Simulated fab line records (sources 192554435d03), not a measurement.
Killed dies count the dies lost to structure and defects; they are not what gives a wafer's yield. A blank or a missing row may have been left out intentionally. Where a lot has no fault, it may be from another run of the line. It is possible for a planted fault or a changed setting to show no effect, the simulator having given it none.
Chamber matching	flow n5_finfet	N5_BEOL_M9_PECVD_70 on pecvd-04: 3 sister chambers
The step deposits SiO2 from TEOS/O2, target thk 20 nm, time 22.7 s. 6 wafers are shown with their chamber, then 7 later ones without.

== EACH WAFER AND ITS CHAMBER ==
wafer	chamber	throttle_valve_pct (%)	showerhead_vpp_V (V)
L081.4	0	22.1	1261
L082.2	1	23.6	1242
L085.2	1	23.6	1232
L085.6	2	21.5	1338
L086.1	2	21.4	1336
L086.3	0	22.3	1244

== WAFERS MISSING THEIR CHAMBER ==
wafer	throttle_valve_pct (%)	showerhead_vpp_V (V)
L086.4	21.1	1320
L092.2	22.4	1248
L092.4	21.4	1314
L092.5	22.5	1237
L097.2	22.4	1247
L097.5	23.6	1255
L097.6	22.0	1237

== WHICH CHAMBER EACH ONE RAN IN ==
wafer	from the rows above	in truth
L086.4	2	2
L092.2	0	0
L092.4	2	2
L092.5	0	0
L097.2	0	0
L097.5	1	1
L097.6	0	0
Correctly placed: 7 of 7. Left unplaced by these rows: 0. Wrongly placed: 0.
How it was worked out, from the rows above alone: a wafer's distance from a chamber is the root of the sum, over the readings, of the square of ((its reading less the chamber's mean) divided by the reading's scatter). The wafer belongs to the nearest chamber; if the next one is less than 2 further off, it can't be placed. The mean given for a chamber averages the wafers shown for that chamber. How the scatter is found: for the shown wafers, subtract from each reading the mean of its chamber, square and add these, divide the total by (wafers less chambers), then take the root.
